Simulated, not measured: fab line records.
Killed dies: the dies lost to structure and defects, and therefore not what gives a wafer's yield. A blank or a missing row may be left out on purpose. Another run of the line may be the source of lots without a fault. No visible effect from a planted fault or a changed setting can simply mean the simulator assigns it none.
fab line records ; flow nandHarc ; part 1 of 2: steps 1 to 3 of 6
record lots=20; wafers=60; lastDay=33
route steps=1302 shown A_STAIRCASE@668
lots with no fault: from the same line, run without faults
startH: hours from the record's opening day to when the first of the lot's shown wafers began ; waitH: hours elapsed since this lot's preceding step ; " as in the row above ; L1.1+2: a row that stands for several wafers ; - value missing, or start not given ; * or withheld: withheld ; < > ~ a bound
route shown NAME@n: NAME is a module with steps in the file, n the number in the route of the first one ; usual: the fault-free wafers' mean and standard deviation ; same: alike in all rows ; chamber/n: place in a boat ; sites: each site's reading ; _std_site: the standard deviation of these ; _edge_site: outer sites' mean less inner sites' ; radiusMm: for every site, how far away it sits from the centre of the wafer ; mask NAME#n: copy n ; behind: the most recent tool/chamber to have shaped the wafer ; hold: cause of the lot's hold/its duration in hours/its outcome ; device: names the non-switching transistor (n, p or np) ; end of line: at the end of the route, the tests of the same wafers ; step lacking rows: just its recipe ; killed: count of dies lost to structure and defects at first sort (not the wafer's yield) ; map: a wafer's dies, x killed, . not, _ none there
set.NAME: the setting the step ran with; set.NAME@STEP: the setting that earlier step ran with ; model.NAME: the simulator's own value behind a step, which no gauge read
route steps across a sampled set of lots; one table per step, one row per wafer
services: the hour from which a tool's chamber was out of use, counted from the record's first day as startH (under 0 if before that day), plus the number of hours and why
## steps
# step NHARC_A_STAIRCASE_TRIM_12
# recipe timeS=211.2; o2FlowSccm=500; arFlowSccm=0; biasW=0; chemistry=O2
# usual chamberPressureMTorr=59.99/0.055; drypumpMotorCurrentA=5.9/0.47; oesProductAu=0.999/0.01; rfVppV=57.7/0.83; showerheadPlenumPTorr=3.47/0.15; throttleValvePct=17.037/0.0093
lot.wafer;tool;chamber;startH;waitH;chamberPressureMTorr;drypumpMotorCurrentA;oesProductAu;rfHoursCounterH;rfVppV;showerheadPlenumPTorr;throttleValvePct
L074.1;rieDiel-05;0;350.23;0.1;60.06;6.7;1.008;33;57.2;3.34;17.043
L074.4;rieDiel-05;1;350.23;0.1;59.92;5.3;1.010;32;57.7;3.39;17.018
L074.5;rieDiel-05;1;350.23;0.1;59.98;5.4;1.008;-;57.4;3.39;17.032
L075.1;rieDiel-11;1;358.63;0.1;59.97;5.8;0.983;36;55.5;3.43;17.032
L075.6;rieDiel-11;3;358.63;0.1;59.98;5.4;0.991;-;58.8;3.79;17.027
L075.5;rieDiel-11;0;358.63;0.1;60.06;6.3;0.997;-;58.6;3.49;17.032
L076.3;rieDiel-04;2;370.08;0.1;59.96;5.6;0.997;1;57.0;3.46;17.040
L076.4;rieDiel-04;3;370.08;0.1;59.95;5.6;1.000;1;57.9;3.30;17.039
L076.2;rieDiel-04;1;370.08;0.1;60.00;5.7;1.007;1;57.8;3.56;17.029
L078.3;rieDiel-04;1;385.78;0.1;60.04;5.7;1.007;7;58.1;3.56;17.036
L078.1;rieDiel-04;0;385.78;0.1;60.07;6.6;1.009;6;58.4;3.59;17.035
L078.5;rieDiel-04;2;385.78;0.1;59.97;5.6;1.009;-;58.1;3.45;17.030
L077.2;rieDiel-11;1;386.24;0.1;59.95;5.8;0.993;45;56.4;3.43;17.032
L077.5;rieDiel-11;3;386.24;0.1;59.95;5.4;0.998;-;58.4;3.78;17.037
L077.6;rieDiel-11;0;386.24;0.1;60.02;6.3;1.008;-;56.0;3.48;17.032
L079.3;rieDiel-04;1;404.48;0.1;59.97;5.7;1.004;14;56.9;3.55;17.023
L079.6;rieDiel-04;3;404.48;0.1;59.99;5.6;0.994;-;58.6;3.30;17.049
L079.5;rieDiel-04;0;404.48;0.1;60.09;6.6;1.007;-;58.0;3.58;17.026
L081.1;rieDiel-05;0;424.54;0.1;59.92;6.7;1.004;3;58.0;3.32;17.043
L081.3;rieDiel-05;1;424.54;0.1;60.03;5.3;0.993;3;57.9;3.38;17.018
L081.2;rieDiel-05;3;424.54;0.1;59.97;5.8;0.984;5;55.3;3.33;17.031
L080.4;rieDiel-04;1;424.55;0.2;60.03;5.7;1.001;22;57.4;3.55;17.034
L080.5;rieDiel-04;0;424.55;0.2;60.00;6.6;1.007;-;59.1;3.58;17.043
L080.6;rieDiel-04;1;424.55;0.2;59.95;5.7;1.006;-;59.1;3.55;17.042
L083.1;rieDiel-04;1;442.30;0.1;60.00;5.7;1.005;30;57.2;3.54;17.036
L083.4;rieDiel-04;2;442.30;0.1;59.99;5.6;0.987;28;59.7;3.44;17.035
L083.6;rieDiel-04;0;442.30;0.1;59.97;6.6;1.016;-;58.5;3.57;17.033
L084.2;rieDiel-05;3;450.68;0.1;59.97;5.8;1.001;12;57.3;3.33;17.036
L084.3;rieDiel-05;2;450.68;0.1;60.02;6.3;1.005;12;57.6;3.58;17.042
L084.6;rieDiel-05;0;450.68;0.1;60.05;6.7;1.016;-;58.1;3.32;17.042
L085.2;rieDiel-05;0;458.44;0.1;60.01;6.7;1.008;13;56.8;3.32;17.059
L085.4;rieDiel-05;1;458.44;0.1;59.95;5.4;0.982;10;56.6;3.37;17.035
L085.3;rieDiel-05;2;458.44;0.1;59.99;6.3;1.001;14;56.5;3.58;17.040
L087.2;rieDiel-05;2;465.19;0.1;60.02;6.2;1.005;16;59.3;3.58;17.039
L087.4;rieDiel-05;3;465.19;0.1;59.96;5.7;0.993;18;57.6;3.32;17.019
L087.5;rieDiel-05;1;465.19;0.1;59.94;5.3;0.999;-;57.0;3.37;17.029
L086.1;rieDiel-04;3;465.50;0.1;59.97;5.6;0.994;32;57.6;3.29;17.035
L086.4;rieDiel-04;2;465.50;0.1;59.94;5.6;1.005;33;58.1;3.44;17.042
L086.6;rieDiel-04;0;465.50;0.1;60.08;6.6;1.011;-;57.4;3.57;17.049
L089.3;rieDiel-04;0;514.75;0.1;60.01;6.6;1.006;51;58.4;3.56;17.034
L089.4;rieDiel-04;1;514.75;0.1;59.98;5.7;1.004;51;59.2;3.53;17.029
L089.5;rieDiel-04;2;514.75;0.1;60.06;5.6;1.005;-;59.0;3.43;17.010
L091.1;rieDiel-11;2;523.79;0.1;59.98;5.5;1.004;22;56.9;3.30;17.055
L091.4;rieDiel-11;0;523.79;0.1;60.00;6.3;0.990;25;57.6;3.46;17.030
L091.3;rieDiel-11;1;523.79;0.1;59.90;5.8;0.988;21;58.1;3.41;17.036
L090.1;rieDiel-04;0;524.12;0.1;60.02;6.6;1.007;54;57.7;3.56;17.050
L090.3;rieDiel-04;1;524.12;0.1;59.91;5.7;1.009;53;57.5;3.53;17.051
L090.6;rieDiel-04;0;524.12;0.1;59.99;6.6;1.006;-;58.8;3.56;17.042
L094.1;rieDiel-04;0;543.92;0.1;60.00;6.6;1.015;0;57.4;3.56;17.047
L094.4;rieDiel-04;2;543.92;0.1;60.08;5.6;0.991;0;57.5;3.43;17.046
L094.5;rieDiel-04;3;543.92;0.1;59.97;5.6;0.980;-;59.5;3.81;17.032
L093.3;rieDiel-11;3;548.57;0.1;59.87;5.5;0.987;37;59.6;3.75;17.040
L093.6;rieDiel-11;1;548.57;0.1;60.08;5.8;0.978;-;58.3;3.40;17.030
L093.5;rieDiel-11;2;548.57;0.1;59.98;5.5;1.008;-;58.0;3.29;17.042
L096.1;rieDiel-04;2;563.44;0.1;59.95;5.6;0.999;6;55.3;3.43;17.043
L096.5;rieDiel-04;2;563.44;0.1;60.11;5.6;0.997;-;57.5;3.43;17.021
L096.6;rieDiel-04;3;563.44;0.1;60.09;5.6;0.976;-;58.1;3.80;17.040
L095.2;rieDiel-05;2;563.84;0.1;60.03;6.2;1.008;52;57.3;3.56;17.058
L095.5;rieDiel-05;3;563.84;0.1;60.01;5.8;0.997;-;57.7;3.31;17.018
L095.6;rieDiel-05;0;563.84;0.1;59.96;6.7;0.990;-;57.5;3.30;17.023
# step NHARC_A_STAIRCASE_TRIM_26
# recipe timeS=211.2; o2FlowSccm=500; arFlowSccm=0; biasW=0; chemistry=O2
# usual chamberPressureMTorr=60.00/0.054; drypumpMotorCurrentA=5.9/0.46; oesProductAu=1.000/0.011; rfVppV=57.6/0.88; showerheadPlenumPTorr=3.47/0.14; throttleValvePct=17.037/0.0089
lot.wafer;tool;chamber;startH;waitH;chamberPressureMTorr;drypumpMotorCurrentA;oesProductAu;rfHoursCounterH;rfVppV;showerheadPlenumPTorr;throttleValvePct
L074.4;rieDiel-04;0;-;-;59.98;6.6;1.020;50;59.2;3.59;17.044
L074.1;rieDiel-04;2;-;-;60.01;5.6;1.001;54;57.1;3.46;17.033
L074.5;rieDiel-04;1;-;-;59.99;5.7;1.007;-;59.3;3.56;17.035
L075.1;rieDiel-05;0;-;-;60.00;6.7;1.008;37;58.1;3.33;17.047
L075.5;rieDiel-05;1;-;-;59.99;5.3;1.005;-;57.1;3.39;17.054
L075.6;rieDiel-05;2;-;-;60.03;6.2;0.985;-;58.4;3.59;17.052
L076.4;rieDiel-11;2;-;-;59.99;5.5;0.996;38;56.7;3.32;17.023
L076.3;rieDiel-11;3;-;-;60.05;5.4;0.993;33;58.4;3.79;17.036
L076.2;rieDiel-11;1;-;-;60.03;5.8;0.988;40;57.6;3.43;17.055
L078.3;rieDiel-04;3;-;-;60.02;5.6;1.000;7;56.2;3.30;17.044
L078.1;rieDiel-04;0;-;-;60.05;6.6;1.005;7;56.8;3.59;17.025
L078.5;rieDiel-04;3;-;-;59.92;5.6;0.994;-;57.7;3.30;17.036
L077.2;rieDiel-04;2;-;-;60.10;5.6;0.983;9;57.9;3.45;17.050
L077.5;rieDiel-04;2;-;-;59.96;5.6;1.002;-;58.2;3.45;17.041
L077.6;rieDiel-04;3;-;-;59.99;5.6;1.000;-;57.6;3.30;17.037
L079.3;rieDiel-04;3;-;-;59.97;5.6;1.002;16;57.7;3.30;17.034
L079.5;rieDiel-04;1;-;-;59.94;5.7;1.009;-;57.4;3.55;17.029
L079.6;rieDiel-04;2;-;-;60.05;5.6;0.992;-;57.3;3.45;17.037
L081.2;rieDiel-05;2;-;-;59.98;6.3;1.000;5;57.9;3.58;17.037
L081.3;rieDiel-05;3;-;-;59.96;5.8;0.989;6;57.8;3.33;17.035
L081.1;rieDiel-05;0;-;-;59.94;6.7;1.012;4;58.2;3.32;17.045
L080.4;rieDiel-05;3;-;-;60.07;5.8;0.986;6;58.1;3.33;17.033
L080.6;rieDiel-05;2;-;-;60.04;6.2;0.996;-;58.0;3.58;17.021
L080.5;rieDiel-05;3;-;-;59.95;5.8;0.990;-;58.5;3.33;17.035
L083.1;rieDiel-04;0;-;-;60.09;6.6;1.009;31;59.3;3.57;17.029
L083.4;rieDiel-04;3;-;-;60.08;5.6;1.000;28;56.6;3.29;17.033
L083.6;rieDiel-04;1;-;-;60.03;5.7;1.004;-;57.0;3.54;17.046
L084.3;rieDiel-11;3;-;-;60.11;5.4;0.999;4;57.4;3.77;17.035
L084.2;rieDiel-11;0;-;-;60.03;6.3;0.979;4;56.2;3.47;17.042
L084.6;rieDiel-11;2;-;-;59.97;5.5;1.001;-;57.6;3.31;17.030
L085.2;rieDiel-05;2;-;-;59.96;6.2;1.015;16;57.0;3.58;17.039
L085.3;rieDiel-05;3;-;-;60.11;5.8;1.005;17;57.3;3.33;17.036
L085.4;rieDiel-05;0;-;-;59.98;6.7;1.018;16;59.1;3.32;17.052
L086.1;rieDiel-04;3;-;-;59.97;5.6;0.997;33;58.5;3.29;17.038
L086.4;rieDiel-04;0;-;-;59.92;6.6;1.015;37;58.2;3.57;17.046
L086.6;rieDiel-04;2;-;-;60.10;5.6;1.008;-;55.7;3.44;17.042
L087.4;rieDiel-05;2;-;-;60.03;6.2;0.998;18;58.5;3.58;17.036
L087.2;rieDiel-05;3;-;-;59.99;5.8;0.999;19;59.3;3.32;17.041
L087.5;rieDiel-05;0;-;-;59.97;6.7;1.008;-;57.7;3.32;17.025
L089.3;rieDiel-11;0;-;-;59.96;6.3;0.992;24;57.1;3.46;17.041
L089.4;rieDiel-11;1;-;-;60.02;5.8;1.006;19;57.0;3.41;17.024
L089.5;rieDiel-11;1;-;-;60.01;5.9;1.001;-;59.2;3.41;17.029
L091.1;rieDiel-11;3;-;-;59.97;5.4;1.003;27;57.5;3.76;17.049
L091.3;rieDiel-11;0;-;-;59.96;6.3;0.999;26;55.8;3.46;17.041
L091.4;rieDiel-11;2;-;-;60.01;5.5;1.001;23;57.2;3.30;17.034
L090.1;rieDiel-04;1;-;-;59.99;5.7;1.001;55;58.0;3.53;17.036
L090.3;rieDiel-04;0;-;-;59.97;6.6;1.012;55;58.0;3.56;17.047
L090.6;rieDiel-04;1;-;-;60.03;5.7;1.003;-;58.3;3.53;17.044
L094.1;rieDiel-04;0;-;-;60.02;6.6;1.022;2;58.0;3.56;17.024
L094.4;rieDiel-04;3;-;-;60.02;5.6;0.978;2;57.6;3.81;17.020
L094.5;rieDiel-04;1;-;-;59.95;5.7;1.003;-;57.0;3.53;17.046
L093.3;rieDiel-05;2;-;-;60.00;6.3;1.011;50;56.8;3.56;17.031
L093.6;rieDiel-05;3;-;-;59.95;5.8;0.996;-;57.4;3.31;17.041
L093.5;rieDiel-05;0;-;-;59.96;6.7;1.007;-;55.3;3.30;17.036
L096.1;rieDiel-04;0;-;-;60.05;6.6;1.016;7;57.9;3.55;17.031
L096.5;rieDiel-04;0;-;-;60.07;6.6;1.006;-;57.4;3.55;17.036
L096.6;rieDiel-04;1;-;-;59.94;5.7;0.983;-;58.0;3.53;17.036
L095.2;rieDiel-05;2;-;-;60.04;6.2;1.009;52;57.4;3.56;17.037
L095.6;rieDiel-05;1;-;-;59.91;5.3;1.000;-;58.8;3.35;17.047
L095.5;rieDiel-05;2;-;-;60.01;6.3;1.010;-;58.0;3.56;17.024
# step NHARC_A_STAIRCASE_DESCUM_186
# recipe timeS=3; o2FlowSccm=200; arFlowSccm=0; biasPowerW=0; chemistry=O2
# usual chamberPressureMTorr=60.00/0.058; drypumpMotorCurrentA=5.9/0.43; oesProductAu=0.997/0.01; rfVppV=57.6/0.89; showerheadPlenumPTorr=1.87/0.082; throttleValvePct=11.310/0.0088
lot.wafer;tool;chamber;startH;waitH;chamberPressureMTorr;drypumpMotorCurrentA;oesProductAu;rfHoursCounterH;rfVppV;showerheadPlenumPTorr;throttleValvePct
L074.4;rieDiel-05;2;353.94;-;60.03;6.2;0.993;34;58.2;1.95;11.312
L074.1;rieDiel-05;3;353.94;-;59.97;5.8;0.993;33;56.9;1.81;11.300
L074.5;rieDiel-05;1;353.94;-;60.01;5.3;1.008;-;57.7;1.83;11.328
L075.1;rieDiel-11;0;363.74;-;59.94;6.2;0.997;37;58.3;1.89;11.323
L075.5;rieDiel-11;1;363.74;-;59.93;5.8;0.991;-;57.6;1.86;11.294
L075.6;rieDiel-11;2;363.74;-;60.06;5.5;0.989;-;54.7;1.79;11.313
L076.4;rieDiel-04;0;373.64;-;59.92;6.6;1.013;1;58.4;1.95;11.315
L076.3;rieDiel-04;1;373.64;-;60.00;5.7;1.004;1;58.9;1.93;11.303
L076.2;rieDiel-04;2;373.64;-;60.08;5.6;0.987;1;57.7;1.87;11.315
L078.3;rieDiel-11;1;389.43;-;59.90;5.8;0.994;46;57.4;1.85;11.322
L078.1;rieDiel-11;3;389.43;-;60.01;5.4;0.983;41;58.9;2.06;11.314
L078.5;rieDiel-11;1;389.43;-;59.97;5.8;0.995;-;58.2;1.85;11.312
L077.2;rieDiel-11;1;390.73;-;60.03;5.8;1.001;46;56.5;1.85;11.310
L077.5;rieDiel-11;0;390.73;-;59.90;6.3;1.013;-;58.1;1.89;11.331
L077.6;rieDiel-11;1;390.73;-;60.01;5.8;1.005;-;56.4;1.85;11.315
L079.3;rieDiel-11;0;410.88;-;60.00;6.3;1.008;54;58.4;1.88;11.305
L079.6;rieDiel-11;0;410.88;-;59.97;6.3;1.001;-;56.7;1.88;11.325
L079.5;rieDiel-11;1;410.88;-;59.98;5.8;0.993;-;57.2;1.85;11.310
L081.3;rieDiel-05;2;428.16;-;60.08;6.2;0.992;6;58.1;1.95;11.300
L081.2;rieDiel-05;3;428.16;-;60.07;5.8;0.973;6;57.8;1.80;11.336
L081.1;rieDiel-05;1;428.16;-;59.98;5.3;0.991;4;56.8;1.83;11.298
L080.4;rieDiel-11;0;429.31;-;60.07;6.2;0.991;59;58.2;1.88;11.330
L080.6;rieDiel-11;1;429.31;-;59.87;5.8;0.989;-;58.6;1.85;11.333
L080.5;rieDiel-11;2;429.31;-;59.98;5.5;0.993;-;56.4;1.79;11.298
L083.4;rieDiel-04;3;445.95;-;60.06;5.6;0.988;28;57.2;1.77;11.314
L083.1;rieDiel-04;0;445.95;-;60.11;6.6;0.999;31;59.0;1.94;11.312
L083.6;rieDiel-04;1;445.95;-;60.03;5.7;0.998;-;57.5;1.92;11.312
L084.3;rieDiel-11;0;454.28;-;59.96;6.3;0.981;5;57.1;1.88;11.311
L084.2;rieDiel-11;2;454.28;-;59.97;5.5;1.015;3;56.8;1.78;11.313
L084.6;rieDiel-11;1;454.28;-;60.05;5.8;0.996;-;58.7;1.85;11.310
L085.3;rieDiel-04;0;463.44;-;60.07;6.6;1.009;36;57.5;1.94;11.295
L085.2;rieDiel-04;1;463.44;-;59.98;5.6;0.998;36;57.7;1.92;11.315
L085.4;rieDiel-04;3;463.44;-;59.92;5.6;0.996;32;56.0;1.77;11.316
L086.4;rieDiel-05;0;469.27;-;60.00;6.7;1.019;18;59.7;1.79;11.312
L086.1;rieDiel-05;2;469.27;-;60.13;6.2;1.020;18;57.4;1.94;11.308
L086.6;rieDiel-05;3;469.27;-;60.01;5.7;1.007;-;57.7;1.80;11.297
L087.4;rieDiel-05;2;469.35;-;59.96;6.2;1.006;18;57.4;1.94;11.311
L087.2;rieDiel-05;3;469.35;-;60.08;5.8;0.997;20;58.2;1.79;11.316
L087.5;rieDiel-05;0;469.35;-;60.01;6.7;1.014;-;56.4;1.79;11.306
L089.4;rieDiel-04;2;518.78;-;59.97;5.6;0.997;46;56.8;1.86;11.307
L089.3;rieDiel-04;1;518.78;-;60.09;5.7;1.000;52;56.6;1.92;11.322
L089.5;rieDiel-04;2;518.78;-;60.02;5.6;0.993;-;57.1;1.86;11.323
L091.4;rieDiel-11;0;527.40;-;60.10;6.2;0.985;26;56.5;1.87;11.309
L091.3;rieDiel-11;1;527.40;-;60.11;5.8;1.001;22;58.0;1.84;11.307
L091.1;rieDiel-11;2;527.40;-;60.07;5.5;1.014;23;57.8;1.78;11.311
L090.1;rieDiel-04;2;527.98;-;60.05;5.6;0.993;49;57.1;1.86;11.317
L090.3;rieDiel-04;3;527.98;-;60.01;5.6;0.990;49;58.3;1.77;11.291
L090.6;rieDiel-04;2;527.98;-;60.02;5.6;0.983;-;58.0;1.86;11.300
L094.4;rieDiel-11;1;548.01;-;59.93;5.8;0.977;34;58.4;1.84;11.309
L094.1;rieDiel-11;2;548.01;-;59.88;5.5;1.008;33;57.1;1.77;11.317
L094.5;rieDiel-11;0;548.01;-;59.93;6.2;0.983;-;57.1;1.87;11.306
L093.3;rieDiel-11;3;552.50;-;60.02;5.3;0.992;38;58.7;2.04;11.304
L093.6;rieDiel-11;1;552.50;-;60.02;5.8;0.985;-;57.2;1.84;11.323
L093.5;rieDiel-11;2;552.50;-;59.90;5.5;1.001;-;57.0;1.77;11.305
L096.1;rieDiel-05;0;567.18;-;59.96;6.7;0.991;45;56.0;1.78;11.326
L096.5;rieDiel-05;0;567.18;-;60.02;6.7;0.995;-;57.3;1.78;11.306
L096.6;rieDiel-05;1;567.18;-;60.03;5.3;0.980;-;59.2;1.81;11.311
L095.2;rieDiel-04;1;567.61;-;59.88;5.7;1.001;8;56.9;1.91;11.306
L095.6;rieDiel-04;2;567.61;-;60.04;5.6;1.003;-;55.6;1.85;11.321
L095.5;rieDiel-04;3;567.61;-;60.00;5.6;0.980;-;57.9;2.07;11.309
